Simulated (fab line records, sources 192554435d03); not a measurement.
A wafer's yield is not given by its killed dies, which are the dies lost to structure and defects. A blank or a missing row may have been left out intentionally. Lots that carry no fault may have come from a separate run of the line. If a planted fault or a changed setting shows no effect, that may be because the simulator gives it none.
The tool behind it: which one? + flow n5 finfet + 10 lots, 30 wafers sampled, at 2 steps of a route of 1938

WHAT THE GAUGES READ, wafer by wafer
N5_BEOL_M6_OVL_MEAS_12. Usual: M6_OVL 0.2 nm, standard deviation 0.85.
| lot  | measured     | on         | M6_OVL (nm)   | flag |
|------|--------------|------------|---------------|------|
| L511 | day 10 13:22 | overlay-01 | -0.8 -0.2 0.1 |      |
| L517 | day 11 20:53 | overlay-01 | -0.1 0.0 1.5  |      |
| L520 | day 12 15:52 | overlay-02 | 1.6 1.0 0.6   |      |
| L522 | day 13 03:56 | overlay-02 | 0.2 0.8 -0.2  |      |
| L523 | day 13 11:56 | overlay-02 | -0.4 -0.1 0.5 |      |
| L526 | day 14 12:00 | overlay-02 | 1.0 1.8 2.1   |      |
| L527 | day 14 20:35 | overlay-02 | 0.3 0.7 0.6   |      |
| L529 | day 14 21:06 | overlay-01 | 0.2 -0.1 0.1  |      |
| L530 | day 15 09:06 | overlay-01 | 1.8 0.4 1.0   |      |
| L531 | day 15 21:39 | overlay-01 | 0.8 -0.5 -0.5 |      |

N5_BEOL_M6_INSPECT_13: inspects for defects (brightfield). Usual: 392 for raw defect count, sd 85.
| lot  | measured     | on                | raw defect count | flag |
|------|--------------|-------------------|------------------|------|
| L511 | day 10 13:23 | defect inspect-02 | 344 425 319      |      |
| L517 | day 11 20:55 | defect inspect-02 | 431 393 374      |      |
| L520 | day 12 15:53 | defect inspect-02 | 433 459 474      |      |
| L522 | day 13 03:58 | defect inspect-01 | 424 262 371      |      |
| L523 | day 13 11:58 | defect inspect-01 | 390 299 534      |      |
| L526 | day 14 12:01 | defect inspect-02 | 384 454 377      |      |
| L527 | day 14 20:37 | defect inspect-02 | 235 299 293      |      |
| L529 | day 14 21:07 | defect inspect-01 | 259 427 302      |      |
| L530 | day 15 09:07 | defect inspect-02 | 521 342 360      |      |
| L531 | day 15 21:40 | defect inspect-02 | 353 306 384      |      |

TOOL THAT RAN EACH LOT (tool first, then ch and the chambers of the sampled wafers, then the start)
Record: no process step prior to these readings.

AS READ BY THE TOOLS THEMSELVES (means over the sampled wafers that have a number; for cases with no such wafer, the mark the record gives instead)
The record holds no such reading with a usual standard deviation.

THE ANSWER, worked out from the rows above alone
Rule: take the mean of a lot's wafers that have a number; if it is more than 3 standard deviations from the usual mean, the lot is off. Also off: a lot with no number at a reading for which 4 or more lots have one. Any other lot the step has rows for is counted as sound. The gauges are gone through in route order, then the tools' own readings, and for those a lot's mean is taken as printed above. At the first step where some lot is off, the reading lying furthest off is the one used; lots without a number count as furthest.
Nothing can be told from this: no lot is off at any reading shown.

WHAT WAS PUT IN BY THE SIMULATOR
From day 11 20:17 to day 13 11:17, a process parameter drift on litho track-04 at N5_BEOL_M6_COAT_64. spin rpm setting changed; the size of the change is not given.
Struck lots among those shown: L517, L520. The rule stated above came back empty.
